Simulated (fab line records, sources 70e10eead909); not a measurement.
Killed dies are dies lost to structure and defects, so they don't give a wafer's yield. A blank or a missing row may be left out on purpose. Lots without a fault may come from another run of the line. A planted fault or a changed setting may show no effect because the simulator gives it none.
Chamber matching | flow nand_harc | NHARC_A_STAIRCASE_ETCH_169 on rie_diel-01: 4 sister chambers
The step etches the open film in CH3F/O2, target depth 50 nm, time 107.1 s. 8 wafers are shown with their chamber, then 7 later ones without.

WAFERS WITH THEIR CHAMBER
wafer  | chamber | showerhead_plenum_p_Torr (Torr) | drypump_motor_current_A (A)
L079.4 | 1       | 2.56                            | 5.5
L080.3 | 2       | 2.44                            | 5.9
L080.6 | 3       | 2.33                            | 5.7
L081.1 | 3       | 2.33                            | 5.8
L081.4 | 2       | 2.44                            | 5.9
L081.6 | 0       | 2.49                            | 5.7
L083.1 | 1       | 2.55                            | 5.6
L083.4 | 0       | 2.49                            | 5.7

WAFERS WITHOUT THEIR CHAMBER
wafer  | showerhead_plenum_p_Torr (Torr) | drypump_motor_current_A (A)
L083.5 | 2.43                            | 5.9
L082.1 | 2.43                            | 5.9
L082.2 | 2.49                            | 5.7
L082.5 | 2.49                            | 5.7
L096.2 | 2.54                            | 5.6
L096.5 | 2.42                            | 5.9
L096.6 | 2.54                            | 5.6

WHICH CHAMBER EACH WENT THROUGH
wafer  | from the rows above | in truth
L083.5 | 2                   | 2
L082.1 | 2                   | 2
L082.2 | 0                   | 0
L082.5 | 0                   | 0
L096.2 | 1                   | 1
L096.5 | 2                   | 2
L096.6 | 1                   | 1
Placed correctly: 7 of 7. Can't be placed from these rows: 0. Placed wrongly: 0.
How it was worked out, from the rows above alone: a wafer's distance from a chamber is the root of the sum, over the readings, of the square of ((its reading less the chamber's mean) divided by the reading's scatter). The wafer belongs to the nearest chamber; if the next one is less than 2 further off, it can't be placed. A chamber's mean is the mean of its shown wafers. The scatter: the root of (the sum of the squares of (reading less its chamber's mean) over the shown wafers, divided by (wafers less chambers)).
